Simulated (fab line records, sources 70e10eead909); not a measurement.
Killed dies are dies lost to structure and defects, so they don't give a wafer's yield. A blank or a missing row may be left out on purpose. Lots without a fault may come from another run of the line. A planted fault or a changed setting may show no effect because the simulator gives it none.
Which tool did it? | flow nand_harc | 13 lots, 39 wafers sampled, at 5 steps of a route of 1159

WHAT THE GAUGES READ, wafer by wafer
NHARC_A_BONDPAD_THK_MEAS_20: measures by xrf. Usual: thk_nm 169.6 nm, standard deviation 1.8.
lot  | measured     | on            | thk_nm (nm)       | flag
L459 | day 18 02:45 | film_metro-02 | 169.5 167.3 167.7 |
L461 | day 18 08:23 | film_metro-02 | 170.7 169.9 168.0 |
L462 | day 18 04:40 | film_metro-02 | 168.4 171.2 170.4 |
L464 | day 19 17:01 | film_metro-02 | 169.1 170.0 171.5 |
L466 | day 20 12:53 | film_metro-02 | 171.4 168.1 166.7 |
L467 | day 20 07:16 | film_metro-01 | 171.7 168.4 168.5 |
L468 | day 20 08:23 | film_metro-01 | 168.7 168.1 170.8 |
L469 | day 19 22:06 | film_metro-01 | 170.8 168.0 167.2 |
L472 | day 20 23:17 | film_metro-01 | 168.0 170.5 171.5 |
L475 | day 22 07:11 | film_metro-01 | 168.6 170.0 169.9 |
L479 | day 22 20:20 | film_metro-02 | 166.8 167.7 169.1 |
L480 | day 24 00:02 | film_metro-02 | 168.6 169.3 170.0 |
L481 | day 24 03:44 | film_metro-01 | 173.2 171.7 173.0 |

NHARC_A_BONDPAD_INSPECT_23. Usual: raw_defect_count 498, standard deviation 150.
lot  | measured     | on                | raw_defect_count | flag
L459 | day 18 02:58 | defect_inspect-01 | 432 477 540      |
L461 | day 18 08:37 | defect_inspect-02 | 499 370 376      |
L462 | day 18 04:52 | defect_inspect-02 | 357 396 467      |
L464 | day 19 17:14 | defect_inspect-01 | 323 406 363      |
L466 | day 20 13:05 | defect_inspect-02 | 321 296 332      |
L467 | day 20 07:29 | defect_inspect-01 | 454 508 496      |
L468 | day 20 08:35 | defect_inspect-01 | 576 413 390      |
L469 | day 19 22:18 | defect_inspect-01 | 566 739 480      |
L472 | day 20 23:29 | defect_inspect-01 | 599 622 591      |
L475 | day 22 07:23 | defect_inspect-01 | 548 680 751      |
L479 | day 22 20:34 | defect_inspect-01 | 554 493 640      |
L480 | day 24 00:15 | defect_inspect-02 | 517 444 406      |
L481 | day 24 03:58 | defect_inspect-02 | 409 1016 609     |

NHARC_END_SORT_01. Usual: killed_at_array 26, standard deviation 9.7; killed_at_other 1.0, standard deviation 1.2; killed_at_periphery 3.9, standard deviation 2.6; killed_dies 31, standard deviation 9.7; killed_open 3.2, standard deviation 1.8; killed_short 2.0, standard deviation 1.3.
lot  | measured     | on        | killed_at_array | killed_at_other | killed_at_periphery | killed_dies | killed_open | killed_short | flag
L475 | day 23 15:46 | prober-01 | 36 42 38        | 1 1 2           | 115 125 120         | 152 168 160 | 2 4 2       | 0 1 2        | OFF
L479 | day 24 08:17 | prober-02 | 31 26 32        | 1 6 0           | 74 96 94            | 106 128 126 | 3 2 3       | 2 2 2        | OFF

WHICH TOOL RAN EACH LOT (tool, then ch and the chambers of the sampled wafers, then the start)
lot  | NHARC_P_ZERO_WELL_EXPOSE_34      | NHARC_THIN_TSV_STRIP_45
L459 | krf_scanner-01 ch 0, day 1 15:56 | plasma_asher-02 ch 0,1, day 18 22:20
L461 | krf_scanner-01 ch 0, day 2 04:03 | plasma_asher-02 ch 0, day 19 00:35
L462 | krf_scanner-03 ch 0, day 2 10:08 | plasma_asher-01 ch 0,1, day 18 21:13
L464 | krf_scanner-03 ch 0, day 2 22:04 | plasma_asher-01 ch 0,1, day 20 07:53
L466 | krf_scanner-02 ch 0, day 3 10:06 | plasma_asher-02 ch 0,1, day 21 02:41
L467 | krf_scanner-02 ch 0, day 3 15:56 | plasma_asher-01 ch 0, day 20 20:05
L468 | krf_scanner-03 ch 0, day 3 22:00 | plasma_asher-01 ch 0,1, day 20 20:53
L469 | krf_scanner-03 ch 0, day 4 03:43 | plasma_asher-02 ch 0,1, day 20 12:31
L472 | krf_scanner-02 ch 0, day 4 22:08 | plasma_asher-01 ch 0,1, day 21 10:28
L475 | krf_scanner-02 ch 0, day 5 16:08 | plasma_asher-02 ch 0,1, day 22 23:56
L479 | krf_scanner-02 ch 0, day 6 16:05 | plasma_asher-01 ch 0,1, day 23 10:47
L480 | krf_scanner-01 ch 0, day 6 21:58 | plasma_asher-02 ch 0,1, day 24 14:46
L481 | krf_scanner-03 ch 0, day 7 03:58 | plasma_asher-02 ch 0,1, day 24 17:28
- NHARC_P_ZERO_WELL_EXPOSE_34: exposes mask P PWELL, target cd 720 nm.
- NHARC_THIN_TSV_STRIP_45: strips in O2.

WHAT THE TOOLS THEMSELVES READ (means of the sampled wafers that have a number; where no wafer has one, the mark that the record gives instead)
NHARC_P_ZERO_WELL_EXPOSE_34. Usual: exposure_dose_mJ_cm2 22.315, standard deviation 0.022.
lot  | tool           | exposure_dose_mJ_cm2 | flag
L459 | krf_scanner-01 | 22.317               |
L461 | krf_scanner-01 | 22.331               |
L462 | krf_scanner-03 | 22.324               |
L464 | krf_scanner-03 | 22.315               |
L466 | krf_scanner-02 | 22.341               |
L467 | krf_scanner-02 | 22.319               |
L468 | krf_scanner-03 | 22.326               |
L469 | krf_scanner-03 | 22.300               |
L472 | krf_scanner-02 | 22.295               |
L475 | krf_scanner-02 | 22.322               |
L479 | krf_scanner-02 | 22.288               |
L480 | krf_scanner-01 | 22.299               |
L481 | krf_scanner-03 | 22.309               |

NHARC_THIN_TSV_STRIP_45. Usual: drypump_motor_current_A 5.5 A, standard deviation 0.35; heater_power_w 359 W, standard deviation 31.
lot  | tool            | drypump_motor_current_A (A) | heater_power_w (W) | flag
L459 | plasma_asher-02 | 5.9                         | 334                |
L461 | plasma_asher-02 | 5.8                         | 348                |
L462 | plasma_asher-01 | 5.1                         | 389                |
L464 | plasma_asher-01 | 5.1                         | 390                |
L466 | plasma_asher-02 | 5.8                         | 344                |
L467 | plasma_asher-01 | 5.0                         | 406                |
L468 | plasma_asher-01 | 5.1                         | 388                |
L469 | plasma_asher-02 | 5.9                         | 339                |
L472 | plasma_asher-01 | 5.3                         | 363                |
L475 | plasma_asher-02 | 5.9                         | 344                |
L479 | plasma_asher-01 | 5.3                         | 367                |
L480 | plasma_asher-02 | 5.8                         | 340                |
L481 | plasma_asher-02 | 5.9                         | 335                |

THE ANSWER, worked out from the rows above alone
Rule: a lot is off if the mean of its wafers that have a number lies more than 3 standard deviations from the usual mean. A lot without any number at a reading at which 4 lots or more have one is off too. The other lots that the step has rows for count as sound. The gauges are gone through in route order, then the tools' own readings, and for those a lot's mean is taken as printed above. The first step at which some lot is off is used, and at that step the reading that is off furthest; a lot without a number counts as furthest.
Off: L475, L479, at NHARC_END_SORT_01 (killed_at_periphery). Neither off nor sound, because the step has no rows for them: L459, L461, L462, L464, L466, L467, L468, L469, L472, L480, L481.
A tool fits if, at a process step before that reading, it ran every lot that is off, and no sound lot after the first of them. The gauges at NHARC_END_SORT_01 are tried like those tools. One fits: krf_scanner-02 at NHARC_P_ZERO_WELL_EXPOSE_34. It ran no sound lot before its first lot that is off in this sample, so the start can't be narrowed down.

WHAT THE SIMULATOR HAD PUT IN
Scanner matching overlay: krf_scanner-02, from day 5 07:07 on, at NHARC_P_ZERO_WELL_EXPOSE_34. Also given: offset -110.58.
Lots struck among those shown: L475, L479. The rule above found the same.
